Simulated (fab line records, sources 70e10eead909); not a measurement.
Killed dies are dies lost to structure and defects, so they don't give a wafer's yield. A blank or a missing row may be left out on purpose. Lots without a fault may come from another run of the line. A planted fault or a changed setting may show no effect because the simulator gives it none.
Which tool did it? | flow nand_harc | 13 lots, 39 wafers sampled, at 4 steps of a route of 1159

WHAT THE GAUGES READ, wafer by wafer
The record holds no reading of a measuring or inspecting step that can be judged against a usual standard deviation.

WHICH TOOL RAN EACH LOT (tool, then ch and the chambers of the sampled wafers, then the start)
lot  | NHARC_A_SGD_CUT_CMP_21        | NHARC_A_SLIT_DEP_25             | NHARC_A_SLIT_ETCH_24               | NHARC_A_SLIT_ETCH_29
L162 | cmp-04 ch 0,1,2, day 14 08:37 | pecvd-04 ch 0,2, day 14 09:28   | rie_diel-01 ch 0,2,3, day 14 13:24 | rie_diel-03 ch 0,1,2, day 14 17:56
L163 | cmp-03 ch 0,1,3, day 14 08:39 | pecvd-02 ch 0,1,2, day 14 09:27 | rie_diel-03 ch 1,2,3, day 14 13:07 | rie_diel-01 ch 1,2,3, day 14 17:23
L166 | cmp-01 ch 0,1, day 14 21:08   | pecvd-02 ch 0,1, day 14 21:59   | rie_diel-10 ch 0,1, day 15 01:03   | rie_diel-03 ch 1,3, day 15 03:51
L167 | cmp-04 ch 2,3, day 14 21:10   | pecvd-04 ch 1,2, day 14 22:26   | rie_diel-03 ch 0,1, day 15 01:41   | rie_diel-01 ch 1,2,3, day 15 04:29
L164 | cmp-01 ch 2,3, day 14 21:17   | pecvd-01 ch 0,1, day 14 22:20   | rie_diel-10 ch 0,2,3, day 15 03:14 | rie_diel-01 ch 0,1, day 15 06:02
L168 | cmp-04 ch 0,1,2, day 15 08:22 | pecvd-01 ch 0,1, day 15 09:16   | rie_diel-01 ch 1,2,3, day 15 12:56 | rie_diel-03 ch 0,1, day 15 15:41
L172 | cmp-01 ch 0,1,3, day 16 15:24 | pecvd-02 ch 0,1,2, day 16 16:26 | rie_diel-01 ch 1,2, day 16 22:26   | rie_diel-01 ch 1,3, day 17 04:33
L173 | cmp-04 ch 0,2,3, day 16 15:27 | pecvd-01 ch 1,2, day 16 16:16   | rie_diel-10 ch 0,1,3, day 16 21:54 | rie_diel-01 ch 0,2, day 17 02:55
L175 | cmp-04 ch 1,2,3, day 17 05:12 | pecvd-04 ch 0,1, day 17 05:59   | rie_diel-10 ch 0,3, day 17 09:17   | rie_diel-01 ch 1,3, day 17 12:06
L177 | cmp-04 ch 0,1,3, day 17 22:58 | pecvd-04 ch 0,2, day 17 23:50   | rie_diel-10 ch 0,1,3, day 18 03:30 | rie_diel-10 ch 1,2, day 18 06:17
L178 | cmp-01 ch 0,1, day 17 22:59   | pecvd-02 ch 1,2, day 17 23:46   | rie_diel-01 ch 0,1,2, day 18 03:12 | rie_diel-01 ch 0,2, day 18 06:03
L180 | cmp-04 ch 1,2, day 18 14:31   | pecvd-02 ch 0,1,2, day 18 15:28 | rie_diel-01 ch 0,3, day 18 21:18   | rie_diel-03 ch 1,2, day 19 00:04
L185 | cmp-01 ch 0,1,2, day 19 21:58 | pecvd-02 ch 0,2, day 19 22:44   | rie_diel-01 ch 2,3, day 20 01:50   | rie_diel-03 ch 0,1, day 20 04:38
- NHARC_A_SGD_CUT_CMP_21: polishes, target thk 148.19 nm.
- NHARC_A_SLIT_DEP_25: deposits SiO2, target thk 200 nm.
- NHARC_A_SLIT_ETCH_24: etches the open film in CF4/CHF3, target depth 121 nm, time 60.5 s.
- NHARC_A_SLIT_ETCH_29: etches the open film in CF4/O2, target depth 100 nm, overetch 10 nm, time 55 s.

WHAT THE TOOLS THEMSELVES READ (means of the sampled wafers that have a number; where no wafer has one, the mark that the record gives instead)
NHARC_A_SGD_CUT_CMP_21.
lot  | tool   | motor_current_A (A) | retaining_ring_pressure_frac | time_to_endpoint_s (s)
L162 | cmp-04 | 12.7                | 1.002                        | 50
L163 | cmp-03 | 12.3                | 1.003                        | 48
L166 | cmp-01 | 12.5                | 1.000                        | 49
L167 | cmp-04 | 14.3                | 1.001                        | 46
L164 | cmp-01 | 12.9                | 0.999                        | 51
L168 | cmp-04 | 12.2                | 1.000                        | 46
L172 | cmp-01 | 12.2                | 0.998                        | 51
L173 | cmp-04 | 13.5                | 0.998                        | 49
L175 | cmp-04 | 12.8                | 1.004                        | 47
L177 | cmp-04 | 12.9                | 0.998                        | 50
L178 | cmp-01 | 11.7                | 1.006                        | 48
L180 | cmp-04 | 12.0                | 0.992                        | 49
L185 | cmp-01 | 12.0                | 1.003                        | 49

NHARC_A_SLIT_DEP_25.
lot  | tool     | heater_power_w (W) | throttle_valve_pct (%)
L162 | pecvd-04 | 509                | 16.8
L163 | pecvd-02 | 508                | 16.3
L166 | pecvd-02 | 525                | 16.4
L167 | pecvd-04 | 527                | 16.5
L164 | pecvd-01 | 616                | 15.8
L168 | pecvd-01 | 585                | 15.7
L172 | pecvd-02 | 527                | 15.7
L173 | pecvd-01 | 538                | 15.8
L175 | pecvd-04 | 548                | 15.6
L177 | pecvd-04 | 460                | 16.2
L178 | pecvd-02 | 475                | 16.0
L180 | pecvd-02 | 478                | 15.9
L185 | pecvd-02 | 466                | 15.9

NHARC_A_SLIT_ETCH_24.
lot  | tool        | cf4_flow_sccm (sccm) | drypump_motor_current_A (A) | oes_product_au (a.u.) | rf_vpp_V (V) | showerhead_plenum_p_Torr (Torr) | throttle_valve_pct (%)
L162 | rie_diel-01 | 100.0                | 5.8                         | 0.961                 | 370.5        | 1.57                            | 16.805
L163 | rie_diel-03 | 100.2                | 5.5                         | 0.963                 | 368.7        | 1.49                            | 16.803
L166 | rie_diel-10 | 99.7                 | 5.3                         | 0.935                 | 371.9        | 1.60                            | 16.801
L167 | rie_diel-03 | 100.0                | 5.7                         | 0.982                 | 368.2        | 1.52                            | 16.803
L164 | rie_diel-10 | 100.1                | 5.8                         | 0.926                 | 370.7        | 1.57                            | 16.801
L168 | rie_diel-01 | 100.0                | 5.9                         | 0.920                 | 369.0        | 1.54                            | 16.807
L172 | rie_diel-01 | 100.2                | 5.9                         | 0.950                 | 368.8        | 1.53                            | 16.812
L173 | rie_diel-10 | 99.9                 | 5.6                         | 0.968                 | 371.6        | 1.60                            | 16.799
L175 | rie_diel-10 | 100.0                | 5.7                         | 0.958                 | 370.3        | 1.56                            | 16.801
L177 | rie_diel-10 | 100.3                | 5.6                         | 0.925                 | 372.4        | 1.60                            | 16.807
L178 | rie_diel-01 | 100.1                | 5.7                         | 0.971                 | 370.4        | 1.56                            | 16.798
L180 | rie_diel-01 | 99.9                 | 5.3                         | 0.961                 | 369.9        | 1.58                            | 16.798
L185 | rie_diel-01 | 100.2                | 5.9                         | 0.974                 | 370.0        | 1.54                            | 16.807

NHARC_A_SLIT_ETCH_29.
lot  | tool        | cf4_flow_sccm (sccm) | drypump_motor_current_A (A) | oes_product_au (a.u.) | rf_vpp_V (V) | showerhead_plenum_p_Torr (Torr) | throttle_valve_pct (%)
L162 | rie_diel-03 | 79.99                | 5.4                         | 0.999                 | 196.8        | 1.28                            | 13.390
L163 | rie_diel-01 | 79.94                | 5.9                         | 0.995                 | 196.6        | 1.31                            | 13.404
L166 | rie_diel-03 | 80.29                | 5.8                         | 0.995                 | 196.6        | 1.27                            | 13.401
L167 | rie_diel-01 | 79.80                | 5.8                         | 0.993                 | 197.5        | 1.30                            | 13.392
L164 | rie_diel-01 | 80.27                | 5.4                         | 0.998                 | 196.8        | 1.31                            | 13.395
L168 | rie_diel-03 | 79.72                | 5.7                         | 1.008                 | 196.7        | 1.28                            | 13.397
L172 | rie_diel-01 | 80.15                | 5.5                         | 1.008                 | 196.8        | 1.29                            | 13.405
L173 | rie_diel-01 | 80.01                | 5.7                         | 1.004                 | 198.1        | 1.35                            | 13.399
L175 | rie_diel-01 | 80.00                | 5.5                         | 1.005                 | 196.6        | 1.29                            | 13.392
L177 | rie_diel-10 | 80.06                | 5.6                         | 1.001                 | 198.6        | 1.37                            | 13.397
L178 | rie_diel-01 | 80.12                | 5.6                         | 0.947                 | 198.1        | 1.35                            | 13.398
L180 | rie_diel-03 | 79.81                | 5.3                         | 0.991                 | 196.0        | 1.25                            | 13.396
L185 | rie_diel-03 | 79.98                | 5.7                         | 1.009                 | 196.3        | 1.28                            | 13.401

THE ANSWER, worked out from the rows above alone
Rule: what is usual is taken from the lots themselves. Put in order of their means at a reading, lots are off if they are a third of the lots or fewer, leave a main group of 4 or more, and stand apart from it by a gap of 3 or more times the standard deviation of the main group's means; of several such gaps the widest counts. A main group whose means are all the same, to the digits that the tables above print for the reading, isn't used. A lot without any number at a reading at which 4 lots or more have one is off too. The other lots that the step has rows for count as sound. The gauges are gone through in route order, then the tools' own readings, and for those a lot's mean is taken as printed above. The first step at which some lot is off is used, and at that step the reading that is off furthest; a lot without a number counts as furthest.
Off: L178, at NHARC_A_SLIT_ETCH_29 (oes_product_au). The main group: mean 1.000 a.u., standard deviation 0.006.
A tool fits if, at that step or a process step before it, it ran every lot that is off, and no sound lot after the first of them. One fits: rie_diel-01 at NHARC_A_SLIT_ETCH_29. Its last sound lot is L175 (day 17 12:06), its first lot that is off L178 (day 18 06:03): a fault that began between those two fits.
The tool's own readings at NHARC_A_SLIT_ETCH_29 bear it out: on the lots that are off they differ by more than 5 times the standard deviation of the sound lots' means. oes_product_au reads 0.947 a.u. there against 1.000 a.u. on the sound lots.

WHAT THE SIMULATOR HAD PUT IN
Process parameter drift: rie_diel-01, from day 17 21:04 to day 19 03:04, at NHARC_A_SLIT_ETCH_29. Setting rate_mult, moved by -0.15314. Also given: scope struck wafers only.
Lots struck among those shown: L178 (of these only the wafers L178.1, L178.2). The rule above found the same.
